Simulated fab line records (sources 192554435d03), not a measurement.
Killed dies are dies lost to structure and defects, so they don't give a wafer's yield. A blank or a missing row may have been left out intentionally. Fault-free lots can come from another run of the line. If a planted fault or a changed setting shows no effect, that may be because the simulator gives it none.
fab line records | flow n5Finfet | part 2 of 2: steps 5 to 6 of 6
[record] lots = 21 wafers = 63 lastDay = 18
route steps=1938 shown FIN_CUT@167 STI_FIN_REVEAL@188
lots that met no fault: from a run of the same line without faults
startH: the number of hours between the record's first day and the start of the first shown wafer of the lot | waitH: hours from the lot's prior step to this one | " identical to the entry in the row above | L1.1+2: one row covering several wafers at once | - value missing, or start not given | * or withheld: withheld | < > ~ a bound
route shown NAME@n: names a module that has steps shown in the file, with the first one's number in the route | usual: mean/standard deviation taken from wafers without a fault | same: alike in all rows | chamber/n: place in a boat | sites: per-site readings | _std_site: standard deviation across them | _edge_site: inner sites' mean taken away from outer sites' mean | radiusMm: how far each site lies from the wafer's centre | mask NAME#n: copy n | behind: the tool/chamber that last shaped the wafer | hold: why the lot was held/for how many hours/how that ended | device: which transistor (n, p or np) failed to switch | end of line: tests run on the same wafers once the route is complete | for a step that has no rows: nothing shown but its recipe | killed: not the wafer's yield, but the dies lost to structure and defects at the first sort | map: per-die view of a wafer (x killed, . not killed, _ where there is no die)
set.NAME: the setting that was run; set.NAME@STEP: the one run at that earlier step | model.NAME: the simulator's own value behind a step, which no gauge read
one table for each step of the route and one row for each wafer, over a sample of lots
services: the hour from which a tool's chamber was out of use, counted from the record's first day as startH (under 0 if before that day), plus the number of hours and why
[[steps]]
[step N5_FIN_CUT_STRIP_22]
[recipe] chemistry = N2/H2 powerW = 500 tempC = 40 pressureMtorr = 50 rfFrequencyHz = 6e+07 overashFraction = 0.3 biasPowerW = 8 h2Frac = 0.5 n2FlowSccm = 300 h2FlowSccm = 300
[usual] drypumpMotorCurrentA = 5.9/0.34 oesProductAu = 0.78/0.084 rfVppV = 54.4/2.4 showerheadPlenumPTorr = 3.41/0.058 throttleValvePct = 18.9/0.31
// columns lot.wafer tool chamber startH waitH drypumpMotorCurrentA oesProductAu rfHoursCounterH rfVppV showerheadPlenumPTorr throttleValvePct
L074.2 rieDiel-02 2 27.19 0.0 6.3 0.71 216 55.6 3.45 18.9
L074.3 " 0 " " 5.4 0.89 33 55.3 3.43 18.8
L074.4 " 3 " " 5.7 0.80 101 50.9 3.39 18.7
L075.1 rieDiel-05 3 33.89 0.1 6.0 0.73 182 57.8 3.49 19.0
L075.2 " 2 " " 5.5 0.89 21 51.2 3.44 18.7
L075.3 " 0 " " 6.1 1.01 2 53.2 3.44 18.9
L076.1 rieDiel-05 3 39.46 0.0 6.0 0.73 185 58.4 3.49 18.9
L076.2 " 0 " " 6.1 0.97 5 54.3 3.44 19.0
L076.5 " 0 " " 6.1 0.98 - 55.7 3.44 18.9
L077.3 rieDiel-01 0 45.18 0.0 6.3 0.68 210 61.8 3.46 18.7
L077.4 " 3 " " 5.8 0.83 77 51.6 3.27 19.1
L077.6 " 3 " " 5.8 0.82 - 53.8 3.27 19.1
L078.4 rieDiel-02 2 51.23 0.1 6.3 0.69 - 50.9 3.45 18.9
L078.5 " 3 " " 5.7 0.77 - 53.7 3.38 18.7
L078.6 " 1 " " 6.4 0.78 - 54.6 3.37 19.4
L079.2 rieDiel-05 2 57.28 0.0 5.5 0.88 29 54.1 3.43 18.7
L079.3 " 3 " " 6.0 0.74 190 55.5 3.48 18.9
L079.6 " 2 " " 5.5 0.85 - 56.1 3.43 18.7
L080.1 rieDiel-02 3 63.00 0.0 5.7 0.79 110 55.2 3.38 18.7
L080.3 " 1 " " 6.4 0.76 135 56.2 3.37 19.5
L080.4 " 0 " " 5.4 0.84 41 56.5 3.42 18.8
L081.1 rieDiel-02 1 70.66 0.0 6.4 0.76 138 55.9 3.37 19.5
L081.2 " 2 " " 6.3 0.70 228 51.5 3.44 18.9
L081.6 " 3 " " 5.7 0.78 - 50.9 3.38 18.7
L083.3 rieDiel-01 0 83.60 0.2 6.4 0.68 221 60.5 3.45 18.7
L083.4 " 2 " " 5.5 0.70 181 55.8 3.48 19.3
L083.5 " 2 " " 5.5 0.70 - 53.8 3.48 19.3
L084.1 rieDiel-05 0 88.03 0.0 6.2 0.95 16 56.6 3.43 18.9
L084.5 " 3 " " 6.1 0.73 - 55.2 3.48 18.9
L084.6 " 2 " " 5.5 0.84 - 54.6 3.43 18.7
L087.2 rieDiel-01 1 107.91 0.0 5.9 0.68 207 55.0 3.33 18.6
L087.3 " 2 " " 5.5 0.69 187 51.8 3.48 19.3
L087.5 " 3 " " 5.8 0.83 - 57.4 3.26 19.1
L088.1 rieDiel-02 1 111.97 0.0 6.4 0.76 149 56.7 3.36 19.5
L088.4 " 2 " " 6.3 0.69 241 51.3 3.44 18.9
L088.5 " 2 " " 6.3 0.69 - 54.5 3.44 18.9
L089.2 rieDiel-02 1 117.18 0.0 6.4 0.77 151 53.6 3.36 19.5
L089.3 " 0 " " 5.4 0.83 58 55.1 3.41 18.8
L089.6 " 1 " " 6.4 0.76 - 50.0 3.36 19.5
L090.2 rieDiel-02 2 123.86 0.1 6.3 0.68 245 51.2 3.43 19.0
L090.3 " 1 " " 6.4 0.77 154 51.4 3.36 19.5
L090.5 " 1 " " 6.4 0.75 - 54.5 3.36 19.5
L091.1 rieDiel-05 0 130.16 0.0 6.1 0.90 28 53.7 3.42 18.9
L091.4 " 3 " " 6.0 0.73 207 59.5 3.48 19.0
L091.5 " 1 " " 5.8 0.90 - 55.1 3.41 18.3
L092.1 rieDiel-05 0 136.72 0.0 6.1 0.89 30 54.4 3.43 18.9
L092.2 " 3 " " 6.0 0.71 209 53.3 3.48 19.0
L092.3 " 1 " " 5.9 0.91 26 50.8 3.41 18.3
L093.3 rieDiel-05 0 143.55 0.0 6.1 0.90 32 52.0 3.42 18.9
L093.5 " 1 " " 5.9 0.89 - 54.6 3.41 18.3
L093.6 " 2 " " 5.5 0.84 - 56.8 3.42 18.7
L094.1 rieDiel-02 1 148.03 0.0 6.5 0.74 162 54.4 3.35 19.5
L094.4 " 3 " " 5.7 0.75 - 56.5 3.37 18.8
L094.5 " 0 " " 5.4 0.82 - 59.8 3.41 18.8
L095.2 rieDiel-05 3 154.22 0.2 6.0 0.71 214 51.4 3.47 19.0
L095.4 " 0 " " 6.1 0.88 35 51.1 3.42 19.0
L095.6 " 2 " " 5.5 0.83 - 56.2 3.42 18.7
L096.1 rieDiel-01 0 159.76 0.0 6.3 0.67 243 58.5 3.44 18.7
L096.2 " 1 " " 5.9 0.69 224 53.9 3.32 18.7
L096.4 " 3 " " 5.8 0.81 110 57.9 3.25 19.2
L097.2 rieDiel-01 3 165.15 0.1 5.8 0.79 111 51.6 3.25 19.2
L097.4 " 1 " " 5.9 0.66 226 52.1 3.32 18.7
L097.5 " 3 " " 5.8 0.80 - 50.4 3.25 19.2
[step N5_STI_FIN_REVEAL_THK_MEAS_05]
[usual] thkNm = 131.7/0.87
// columns lot.wafer tool chamber startH waitH thkNm
L074.2 filmMetro-01 - 34.02 - 131.3
L074.3 " - " " 131.0
L074.4 " - " " 131.2
L075.1 filmMetro-02 - 39.47 - 131.0
L075.2 " - " " 130.8
L075.3 " - " " 133.1
L076.1 filmMetro-02 - 45.04 - 131.6
L076.2 " - " " 130.7
L076.5 " - " " 132.5
L077.3 filmMetro-02 - 50.76 - 130.6
L077.4 " - " " 131.8
L077.6 " - " " 130.9
L078.4 filmMetro-02 - 56.81 - 132.5
L078.5 " - " " 132.6
L078.6 " - " " 132.1
L079.2 filmMetro-01 - 62.86 - 132.1
L079.3 " - " " 132.4
L079.6 " - " " 132.5
L080.1 filmMetro-02 - 68.94 0.1 133.3
L080.3 " - " " 132.5
L080.4 " - " " 132.6
L081.1 filmMetro-01 - 76.84 - 130.8
L081.2 " - " " 130.0
L081.6 " - " " 131.3
L083.3 filmMetro-02 - 89.19 - 131.9
L083.4 " - " " 131.9
L083.5 " - " " 132.7
L084.1 filmMetro-02 - 93.60 - 130.7
L084.5 " - " " 130.0
L084.6 " - " " 130.8
L087.2 filmMetro-02 - 113.49 - 131.7
L087.3 " - " " 131.7
L087.5 " - " " 132.0
L088.1 filmMetro-01 - 117.56 - 131.4
L088.4 " - " " 132.1
L088.5 " - " " 133.3
L089.2 filmMetro-02 - 122.78 - 130.7
L089.3 " - " " 130.5
L089.6 " - " " 131.4
L090.2 filmMetro-01 - 130.06 - 131.8
L090.3 " - " " 132.6
L090.5 " - " " 131.5
L091.1 filmMetro-02 - 136.33 - 131.9
L091.4 " - " " 131.6
L091.5 " - " " 133.0
L092.1 filmMetro-01 - 142.31 - 132.0
L092.2 " - " " 131.9
L092.3 " - " " 131.9
L093.3 filmMetro-02 - 149.15 - 131.6
L093.5 " - " " 133.3
L093.6 " - " " 132.7
L094.1 filmMetro-02 - 153.65 - 131.1
L094.4 " - " " 131.8
L094.5 " - " " 132.3
L095.2 filmMetro-02 - 160.77 - 131.4
L095.4 " - " " 130.7
L095.6 " - " " 130.9
L096.1 filmMetro-02 - 165.34 - 131.5
L096.2 " - " " 131.9
L096.4 " - " " 131.6
L097.2 filmMetro-01 - 171.37 - 131.8
L097.4 " - " " 131.8
L097.5 " - " " 130.8
[[services]]
// columns tool chamber startH hours kind
rieSi-04 3 2.95 10.0 repair
rieDiel-05 0 6.54 - clean
rieDiel-05 0 6.54 - consumableReplace:focusRing
rieDiel-05 0 6.54 20.7 scheduledDown
rieDiel-05 0 6.54 20.7 ventCycle
rieDiel-01 - 8.75 14.6 pm
rieSi-03 2 13.39 1.9 repair
rieSi-04 - 20.18 0.2 repair
rieDiel-05 1 27.47 - clean
rieDiel-05 1 27.47 - consumableReplace:focusRing
rieDiel-05 1 27.47 16.0 scheduledDown
rieDiel-05 1 27.47 16.0 ventCycle
rieSi-01 0 43.57 4.1 repair
rieDiel-02 0 49.56 4.1 repair
rieDiel-05 0 72.95 3.1 repair
rieDiel-01 - 73.88 0.1 repair
rieSi-01 - 76.92 4.3 pm
rieDiel-05 3 94.96 1.2 repair
rieSi-03 2 96.45 3.6 repair
rieSi-03 2 101.51 6.0 repair
rieSi-03 1 123.48 29.9 repair
rieDiel-02 2 138.40 - clean
rieDiel-02 2 138.40 - consumableReplace:focusRing
rieDiel-01 3 147.65 1.5 repair
